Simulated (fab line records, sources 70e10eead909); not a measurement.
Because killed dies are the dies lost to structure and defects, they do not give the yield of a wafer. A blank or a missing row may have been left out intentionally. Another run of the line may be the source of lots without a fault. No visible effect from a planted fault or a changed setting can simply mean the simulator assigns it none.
Matching of chambers | flow nand-harc | NHARC_P_GATE_ALD_36 on ald-sin-01 has 4 sister chambers
The step deposits SiNx, target thk 20 nm, pulse time 60 s, ald cycles 223. 18 wafers are shown with their chamber, then 9 later ones without.

== WAFERS PAIRED WITH THEIR CHAMBERS ==
wafer  | chamber | heater-power-outer-w (W) | heater-power-w (W) | precursor-pulse-height-rel
L074.3 | 3       | 560                      | 905                | 0.993
L074.5 | 1       | 677                      | 1026               | 0.988
L074.6 | 2       | 485                      | 862                | 0.984
L076.2 | 0       | 515                      | 807                | 0.986
L076.6 | 1       | 654                      | 1040               | 0.994
L076.5 | 2       | 490                      | 873                | 0.970
L079.4 | 1       | 652                      | 1059               | 1.004
L079.1 | 3       | 553                      | 930                | 1.018
L079.6 | 1       | 672                      | 1016               | 0.983
L082.3 | 1       | 645                      | 1051               | 0.989
L082.2 | 2       | 487                      | 858                | 1.000
L082.4 | 0       | 502                      | 802                | 0.957
L087.3 | 3       | 551                      | 911                | 0.975
L087.1 | 0       | 502                      | 775                | 1.019
L087.5 | 3       | 540                      | 903                | 1.004
L086.3 | 1       | 662                      | 1010               | 1.004
L086.6 | 0       | 496                      | 797                | 1.027
L086.5 | 1       | 646                      | 999                | 1.046

SIGNATURES, as means of the wafers listed above
reading                    | chamber 0 | chamber 1 | chamber 2 | chamber 3 | scatter within a chamber
heater-power-outer-w       | 503.75    | 658.29    | 487.33    | 551.00    | 9.82
heater-power-w             | 795.25    | 1028.71   | 864.33    | 912.25    | 17.1
precursor-pulse-height-rel | 0.99725   | 1.00114   | 0.98467   | 0.99750   | 0.0228
Rule: for each reading, subtract the chamber's mean from the wafer's reading, divide by that reading's scatter and square the result; add these up over the readings and take the root, which gives the wafer's distance from the chamber. If the next closest chamber is less than 2 further off than the closest, the wafer can't be placed; otherwise it belongs to the closest. The scatter: take each reading less its chamber's mean, square it, sum over the shown wafers, divide by the number of wafers less the number of chambers, and take the root.

== WAFERS WITH NO CHAMBER GIVEN ==
wafer  | heater-power-outer-w (W) | heater-power-w (W) | precursor-pulse-height-rel
L089.2 | 652                      | 1012               | 0.991
L089.4 | 512                      | 761                | 0.989
L089.5 | 666                      | 1007               | 0.988
L093.4 | 513                      | 784                | 1.012
L093.1 | 665                      | 989                | 1.042
L093.5 | 563                      | 914                | 1.013
L097.2 | 557                      | 916                | 1.017
L097.1 | 481                      | 886                | 1.009
L097.5 | 536                      | 931                | 1.022

== WHICH CHAMBER EACH ONE RAN IN ==
wafer  | from the rows above | in truth
L089.2 | 1                   | 1
L089.4 | 0                   | 0
L089.5 | 1                   | 1
L093.4 | 0                   | 0
L093.1 | 1                   | 1
L093.5 | 3                   | 3
L097.2 | 3                   | 3
L097.1 | 2                   | 2
L097.5 | 3                   | 3
Correct placement for 9 of the 9. Not placeable from these rows: 0. Placed wrongly: 0.
